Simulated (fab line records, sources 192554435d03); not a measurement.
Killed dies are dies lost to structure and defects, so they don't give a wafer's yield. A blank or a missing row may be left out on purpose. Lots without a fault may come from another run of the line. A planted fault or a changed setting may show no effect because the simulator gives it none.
Which tool did it? | flow n5_finfet | 6 lots, 18 wafers sampled, at 8 steps of a route of 1938

WHAT THE GAUGES READ, wafer by wafer
N5_BEOL_M9_CD_MEAS_28: target cd 70 nm. Usual: cd_nm 70.07 nm, standard deviation 0.27.
lot  | measured     | on        | cd_nm (nm)        | flag
L975 | day 12 10:32 | cd_sem-03 | 69.97 70.61 69.79 |
L977 | day 12 19:54 | cd_sem-01 | 70.13 70.23 70.09 |
L978 | day 13 13:30 | cd_sem-03 | 70.45 69.66 70.00 |
L982 | day 13 18:12 | cd_sem-03 | 69.81 69.93 69.84 |
L988 | day 15 05:24 | cd_sem-02 | 69.49 70.13 70.29 |
L989 | day 15 12:07 | cd_sem-01 | 70.81 70.28 70.29 |

N5_BEOL_M9_OCD_MEAS_38. Usual: trench_depth_nm 151.7 nm, standard deviation 2.7.
lot  | measured     | on     | trench_depth_nm (nm) | flag
L975 | day 12 11:57 | ocd-02 | 150.0 150.2 154.4    |
L977 | day 12 23:02 | ocd-02 | 151.5 153.9 151.4    |
L978 | day 13 14:05 | ocd-02 | 163.4 155.6 148.4    |
L982 | day 13 18:47 | ocd-01 | 146.9 151.7 149.6    |
L988 | day 15 06:07 | ocd-02 | 151.4 155.5 152.1    |
L989 | day 15 12:41 | ocd-01 | 148.0 152.3 147.0    |

N5_BEOL_M9_THK_MEAS_53: measures by xrf. Usual: M9_THK 138.9 nm, standard deviation 3.
lot  | measured     | on            | M9_THK (nm)       | flag
L975 | day 12 14:53 | film_metro-01 | 136.7 136.2 140.5 |
L977 | day 13 02:03 | film_metro-02 | 140.7 141.7 139.2 |
L978 | day 13 17:09 | film_metro-01 | 148.7 140.5 133.7 |
L982 | day 13 21:31 | film_metro-02 | 134.7 137.4 137.2 |
L988 | day 15 09:26 | film_metro-02 | 140.0 145.6 141.2 |
L989 | day 15 15:39 | film_metro-01 | 135.4 139.1 133.8 |

N5_BEOL_M9_RS_MEAS_57: measures by four-point-probe. Usual: M9_RS 0.151 ohm/sq, standard deviation 0.0033.
lot  | measured     | on            | M9_RS (ohm/sq)    | flag
L975 | day 12 15:02 | film_metro-02 | 0.154 0.155 0.150 |
L977 | day 13 02:11 | film_metro-02 | 0.149 0.147 0.151 |
L978 | day 13 18:31 | film_metro-01 | 0.137 0.146 0.155 |
L982 | day 13 21:39 | film_metro-01 | 0.156 0.152 0.153 |
L988 | day 15 09:35 | film_metro-01 | 0.150 0.144 0.149 |
L989 | day 15 15:47 | film_metro-01 | 0.155 0.150 0.156 |

N5_BEOL_M15_RC_MEAS_101. Usual: COMB_M10 1.39e-11 S/m, standard deviation 2.6e-12; COMB_M11 1.5e-11 S/m, standard deviation 3.3e-12; COMB_M12 6.8e-12 S/m, standard deviation 1.5e-12; COMB_M13 5.3e-12 S/m, standard deviation 1.2e-12; COMB_M14 3.9e-12 S/m, standard deviation 1.1e-12; COMB_M15 2.8e-12 S/m, standard deviation 8.1e-13; COMB_M5 3.7e-11 S/m, standard deviation 6.6e-12; COMB_M6 2.6e-11 S/m, standard deviation 5.1e-12; COMB_M7 2.6e-11 S/m, standard deviation 5e-12; COMB_M8 2.5e-11 S/m, standard deviation 4.6e-12; COMB_M9 1.5e-11 S/m, standard deviation 3.4e-12; SERP_M10 3.10 ohm/um, standard deviation 0.072; SERP_M11 3.08 ohm/um, standard deviation 0.079; SERP_M12 0.638 ohm/um, standard deviation 0.015; SERP_M13 0.309 ohm/um, standard deviation 0.007; SERP_M14 0.1620 ohm/um, standard deviation 0.003; SERP_M5 38.5 ohm/um, standard deviation 1.6; SERP_M5_max_site 39.9 ohm/um, standard deviation 1.6; SERP_M6 14.1 ohm/um, standard deviation 0.49; SERP_M7 14.1 ohm/um, standard deviation 0.49; SERP_M8 14.0 ohm/um, standard deviation 0.46; SERP_M9 3.08 ohm/um, standard deviation 0.087.
lot  | measured     | on        | COMB_M10 (S/m)             | COMB_M11 (S/m)          | COMB_M12 (S/m)           | COMB_M13 (S/m)          | COMB_M14 (S/m)          | COMB_M15 (S/m)          | COMB_M5 (S/m)           | COMB_M6 (S/m)           | COMB_M7 (S/m)           | COMB_M8 (S/m)           | COMB_M9 (S/m)           | SERP_M10 (ohm/um) | SERP_M11 (ohm/um) | SERP_M12 (ohm/um) | SERP_M13 (ohm/um) | SERP_M14 (ohm/um)    | SERP_M5 (ohm/um) | SERP_M5_max_site (ohm/um) | SERP_M6 (ohm/um) | SERP_M7 (ohm/um) | SERP_M8 (ohm/um) | SERP_M9 (ohm/um) | flag
L975 | day 14 06:27 | prober-02 | 1.15e-11 2.05e-11 8.6e-12  | 1.3e-11 1.2e-11 1.4e-11 | 6.8e-12 6.7e-12 5.4e-12  | 6.1e-12 5.8e-12 4.1e-12 | 4.1e-12 3.1e-12 2.6e-12 | 2.3e-12 1.7e-12 2.3e-12 | 4.7e-11 3.5e-11 4.4e-11 | 2.2e-11 1.3e-11 2.1e-11 | 2.6e-11 2.7e-11 2e-11   | 2.7e-11 1.9e-11 1.8e-11 | 1.6e-11 1.5e-11 1.6e-11 | 2.96 3.10 2.95    | 2.98 3.11 3.19    | 0.644 0.644 0.644 | 0.307 0.321 0.313 | 0.1548 0.1608 0.1587 | 39.3 38.9 39.3   | 40.5 39.4 40.8            | 13.9 12.9 13.7   | 14.4 13.9 14.4   | 13.4 13.6 13.6   | 3.10 3.17 3.02   |
L977 | day 14 18:58 | prober-02 | 1.92e-11 1.31e-11 1.38e-11 | 1.3e-11 1.2e-11 1.2e-11 | 5.8e-12 5.4e-12 5.9e-12  | 4.5e-12 4.6e-12 4.4e-12 | 2.2e-12 2.7e-12 3.7e-12 | 2.1e-12 3.1e-12 1.8e-12 | 3.4e-11 2.9e-11 3.1e-11 | 1.5e-11 2.7e-11 2.5e-11 | 2.6e-11 2.4e-11 2.2e-11 | 2.5e-11 2.5e-11 2.1e-11 | 1.2e-11 1.6e-11 1.6e-11 | 2.98 3.18 3.11    | 3.03 3.12 3.01    | 0.655 0.637 0.651 | 0.307 0.315 0.308 | 0.1617 0.1593 0.1553 | 37.9 35.7 40.5   | 38.4 37.8 41.8            | 14.1 13.6 13.7   | 13.3 14.6 13.3   | 13.5 13.9 14.6   | 3.01 2.97 3.05   |
L978 | day 15 11:49 | prober-01 | 1.23e-11 1.59e-11 1.6e-11  | 1.6e-11 1.5e-11 1.6e-11 | 7.2e-12 1.06e-11 9.6e-12 | 4.6e-12 7.6e-12 6.6e-12 | 5.9e-12 5.3e-12 4.5e-12 | 3.7e-12 3.9e-12 3.6e-12 | 3.2e-11 3.7e-11 4.2e-11 | 2.5e-11 2.9e-11 2.2e-11 | 2.5e-11 3.7e-11 2.9e-11 | 2.8e-11 3.1e-11 3.2e-11 | 1.6e-11 1.3e-11 1.1e-11 | 3.22 3.08 3.12    | 3.08 3.05 3.10    | 0.648 0.664 0.679 | 0.312 0.299 0.313 | 0.1609 0.1696 0.1636 | 38.9 39.7 38.0   | 39.7 40.3 38.8            | 14.2 14.5 13.9   | 14.7 14.7 14.6   | 13.6 14.4 14.4   | 2.82 2.97 3.15   |
L982 | day 15 11:11 | prober-02 | 1.42e-11 1.17e-11 1.16e-11 | 1.8e-11 1.7e-11 1.6e-11 | 6.1e-12 7.3e-12 4.5e-12  | 4.5e-12 4.6e-12 3.9e-12 | 2.4e-12 2.6e-12 2.6e-12 | 2e-12 2.8e-12 3.1e-12   | 4.5e-11 3.2e-11 3.3e-11 | 2.7e-11 2.6e-11 2.6e-11 | 4.1e-11 4.5e-11 2.9e-11 | 2.4e-11 2.9e-11 2.9e-11 | 1.2e-11 1.2e-11 1e-11   | 3.11 3.01 3.01    | 3.00 3.09 2.98    | 0.658 0.635 0.650 | 0.307 0.297 0.308 | 0.1634 0.1645 0.1639 | 39.5 37.0 38.7   | 41.7 38.2 39.2            | 14.2 13.7 14.0   | 14.3 14.4 14.7   | 13.3 14.0 13.9   | 3.24 3.09 3.15   |
L988 | day 17 04:58 | prober-02 | 1.45e-11 1.73e-11 9.4e-12  | 1.3e-11 1.5e-11 1.7e-11 | 8.1e-12 7.1e-12 7.4e-12  | 7.9e-12 5.9e-12 4e-12   | 2.8e-12 2.6e-12 3.5e-12 | 2.5e-12 2.9e-12 2.3e-12 | 4.1e-11 3.5e-11 3.6e-11 | 2.7e-11 2.4e-11 2.8e-11 | 1.9e-11 2.7e-11 2.2e-11 | 1.9e-11 2.5e-11 2.8e-11 | 1.1e-11 1.4e-11 1.8e-11 | 3.12 3.08 3.09    | 3.17 3.15 2.98    | 0.634 0.622 0.631 | 0.314 0.303 0.304 | 0.1609 0.1622 0.1625 | 36.1 37.7 39.8   | 37.0 38.8 40.8            | 15.0 13.6 14.0   | 13.3 14.2 13.6   | 13.7 13.8 13.6   | 3.03 2.94 2.97   |
L989 | day 17 11:49 | prober-01 | 1.15e-11 1.11e-11 1.5e-11  | 1.5e-11 1.9e-11 2e-11   | 7.9e-12 8.6e-12 7.3e-12  | 5.5e-12 5.4e-12 5.2e-12 | 6.1e-12 3.8e-12 4.5e-12 | 2.8e-12 3.4e-12 3.3e-12 | 3.9e-11 3.6e-11 5.1e-11 | 3.5e-11 2.3e-11 2.8e-11 | 1.9e-11 2.4e-11 2.9e-11 | 2.3e-11 3e-11 2.9e-11   | 1.7e-11 1.6e-11 1.9e-11 | 3.15 3.11 3.15    | 3.07 3.16 3.06    | 0.635 0.635 0.643 | 0.302 0.297 0.301 | 0.1579 0.1578 0.1587 | 42.6 41.5 39.9   | 43.8 42.2 40.5            | 14.1 15.2 14.6   | 13.8 13.8 14.4   | 15.1 14.6 14.7   | 3.16 3.08 3.20   |

WHICH TOOL RAN EACH LOT (tool, then ch and the chambers of the sampled wafers, then the start)
lot  | N5_BEOL_M9_ETCH_76                 | N5_BEOL_M9_TRENCH_ETCH_37          | N5_BEOL_M9_ALD_74
L975 | rie_diel-06 ch 0,1,3, day 12 11:32 | rie_diel-06 ch 0,1,3, day 12 11:46 | ald_metal-02 ch 1,2,3, day 12 12:40
L977 | rie_diel-06 ch 0,2, day 12 22:36   | rie_diel-06 ch 0,2, day 12 22:51   | ald_metal-02 ch 0,1, day 13 00:36
L978 | rie_diel-06 ch 0,1,3, day 13 13:40 | rie_diel-06 ch 0,1,3, day 13 13:54 | ald_metal-04 ch 1,3, day 13 15:20
L982 | rie_diel-02 ch 0,2,3, day 13 18:22 | rie_diel-02 ch 0,2,3, day 13 18:36 | ald_metal-02 ch 1,3, day 13 19:38
L988 | rie_diel-04 ch 0,1, day 15 05:41   | rie_diel-04 ch 0,1, day 15 05:56   | ald_metal-03 ch 0,1,3, day 15 07:12
L989 | rie_diel-02 ch 0,3, day 15 12:16   | rie_diel-02 ch 0,3, day 15 12:31   | ald_metal-03 ch 2,3, day 15 13:58
- N5_BEOL_M9_ETCH_76: etches underlayer in N2/H2, target depth 6.5 nm, time 5.2 s.
- N5_BEOL_M9_TRENCH_ETCH_37: etches SiCOH lowk in C4F6/O2, target depth 151.43 nm, time 49 s.
- N5_BEOL_M9_ALD_74: deposits TaN, target thk 2 nm, pulse time 2 s, purge time 3 s.

WHAT THE TOOLS THEMSELVES READ (means of the sampled wafers that have a number; where no wafer has one, the mark that the record gives instead)
N5_BEOL_M9_ETCH_76. Usual: chamber_pressure_mTorr 30.00 mTorr, standard deviation 0.044; drypump_motor_current_A 5.84 A, standard deviation 0.27; etch_rf_on_time_s 5.19 s, standard deviation 0.11; oes_product_au 0.68 a.u., standard deviation 0.079; rf_fwd_power_W 819.4 W, standard deviation 2.6; rf_vpp_V 524.2 V, standard deviation 2.3; showerhead_plenum_p_Torr 2.55 Torr, standard deviation 0.076; throttle_valve_pct 17.91 %, standard deviation 0.28.
lot  | tool        | chamber_pressure_mTorr (mTorr) | drypump_motor_current_A (A) | etch_rf_on_time_s (s) | oes_product_au (a.u.) | rf_fwd_power_W (W) | rf_vpp_V (V) | showerhead_plenum_p_Torr (Torr) | throttle_valve_pct (%) | flag
L975 | rie_diel-06 | 29.99                          | 5.99                        | 5.19                  | 0.75                  | 818.9              | 523.8        | 2.55                            | 17.74                  |
L977 | rie_diel-06 | 30.02                          | 5.80                        | 5.10                  | 0.67                  | 818.3              | 526.5        | 2.62                            | 17.97                  |
L978 | rie_diel-06 | 29.99                          | 5.98                        | 5.19                  | 0.73                  | 821.5              | 525.1        | 2.54                            | 17.75                  |
L982 | rie_diel-02 | 30.02                          | 5.67                        | 5.22                  | 0.69                  | 819.1              | 524.3        | 2.51                            | 17.88                  |
L988 | rie_diel-04 | 30.02                          | 5.99                        | 5.07                  | 0.67                  | 820.6              | 527.2        | 2.66                            | 18.20                  |
L989 | rie_diel-02 | 30.04                          | 5.94                        | 5.34                  | 0.66                  | 818.6              | 524.0        | 2.53                            | 18.03                  |

N5_BEOL_M9_TRENCH_ETCH_37. Usual: chamber_pressure_mTorr 30.00 mTorr, standard deviation 0.033; drypump_motor_current_A 5.84 A, standard deviation 0.27; oes_product_au 0.80 a.u., standard deviation 0.093; rf_fwd_power_W 341.4 W, standard deviation 1.4; rf_vpp_V 668 V, standard deviation 5.4; showerhead_plenum_p_Torr 2.85 Torr, standard deviation 0.081; throttle_valve_pct 20.99 %, standard deviation 0.26.
lot  | tool        | chamber_pressure_mTorr (mTorr) | drypump_motor_current_A (A) | oes_product_au (a.u.) | rf_fwd_power_W (W) | rf_vpp_V (V) | showerhead_plenum_p_Torr (Torr) | throttle_valve_pct (%) | flag
L975 | rie_diel-06 | 29.97                          | 5.98                        | 0.88                  | 340.9              | 674          | 2.85                            | 20.87                  |
L977 | rie_diel-06 | 29.97                          | 5.78                        | 0.78                  | 340.4              | 672          | 2.92                            | 21.08                  |
L978 | rie_diel-06 | 29.98                          | 5.99                        | 0.86                  | 341.8              | 674          | 2.85                            | 20.90                  |
L982 | rie_diel-02 | 29.99                          | 5.67                        | 0.79                  | 342.3              | 663          | 2.82                            | 20.95                  |
L988 | rie_diel-04 | 30.01                          | 5.98                        | 0.78                  | 342.0              | 666          | 2.95                            | 21.21                  |
L989 | rie_diel-02 | 29.98                          | 5.92                        | 0.78                  | 341.0              | 664          | 2.84                            | 21.11                  |

N5_BEOL_M9_ALD_74. Usual: heater_power_w 431 W, standard deviation 37; precursor_vessel_carrier_sccm 999.7 sccm, standard deviation 2.9.
lot  | tool         | heater_power_w (W) | precursor_vessel_carrier_sccm (sccm) | flag
L975 | ald_metal-02 | 437                | 999.8                                |
L977 | ald_metal-02 | 443                | 1001.9                               |
L978 | ald_metal-04 | 426                | 1000.5                               |
L982 | ald_metal-02 | 427                | 1000.9                               |
L988 | ald_metal-03 | 428                | 1002.2                               |
L989 | ald_metal-03 | 394                | 996.6                                |

THE ANSWER, worked out from the rows above alone
Rule: a lot is off if the mean of its wafers that have a number lies more than 3 standard deviations from the usual mean. A lot without any number at a reading at which 4 lots or more have one is off too. The other lots that the step has rows for count as sound. The gauges are gone through in route order, then the tools' own readings, and for those a lot's mean is taken as printed above. The first step at which some lot is off is used, and at that step the reading that is off furthest; a lot without a number counts as furthest.
No lot is off at any reading shown: from this, nothing can be told.

WHAT THE SIMULATOR HAD PUT IN
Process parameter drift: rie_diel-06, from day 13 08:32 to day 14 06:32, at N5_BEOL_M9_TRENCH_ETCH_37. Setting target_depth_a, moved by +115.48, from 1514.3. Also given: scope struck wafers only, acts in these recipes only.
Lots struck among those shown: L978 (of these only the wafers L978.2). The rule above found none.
